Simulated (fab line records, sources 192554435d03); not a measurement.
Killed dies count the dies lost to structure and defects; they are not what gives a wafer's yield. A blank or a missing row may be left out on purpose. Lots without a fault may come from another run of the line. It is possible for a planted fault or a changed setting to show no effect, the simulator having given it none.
Matching of chambers -- flow n5 finfet -- rie diel-02 running N5_BEOL_M4_STRIP_36: 4 sister chambers
The step strips in N2/H2. 4 wafers are shown with their chamber, then 8 later ones without.

WAFERS WITH THEIR CHAMBER
wafer,chamber,drypump motor current A (A)
L085.6,1,5.56
L087.2,2,5.37
L087.3,3,6.10
L090.3,0,5.99

WAFERS WITHOUT THEIR CHAMBER
wafer,drypump motor current A (A)
L090.5,5.58
L090.6,5.37
L089.1,6.12
L089.2,5.96
L089.5,5.38
L093.1,5.57
L093.3,6.10
L093.4,5.36

WHICH CHAMBER EACH ONE RAN IN
wafer,from the rows above,in truth
L090.5,1,1
L090.6,2,2
L089.1,3,3
L089.2,0,0
L089.5,2,2
L093.1,1,1
L093.3,3,3
L093.4,2,2
Placed correctly: 8 of 8. From these rows, 0 cannot be placed. 0 placed wrongly.
How it was worked out, from the rows above alone: a wafer's distance from a chamber is the root of the sum, over the readings, of the square of ((its reading less the chamber's mean) divided by the reading's scatter). If the next closest chamber is less than 2 further off than the closest, the wafer can't be placed; otherwise it belongs to the closest. A chamber's mean is the mean of its shown wafers. The scatter: with one shown wafer a chamber, the root of the mean of the squares of how far each hidden wafer lies from its nearest shown one.
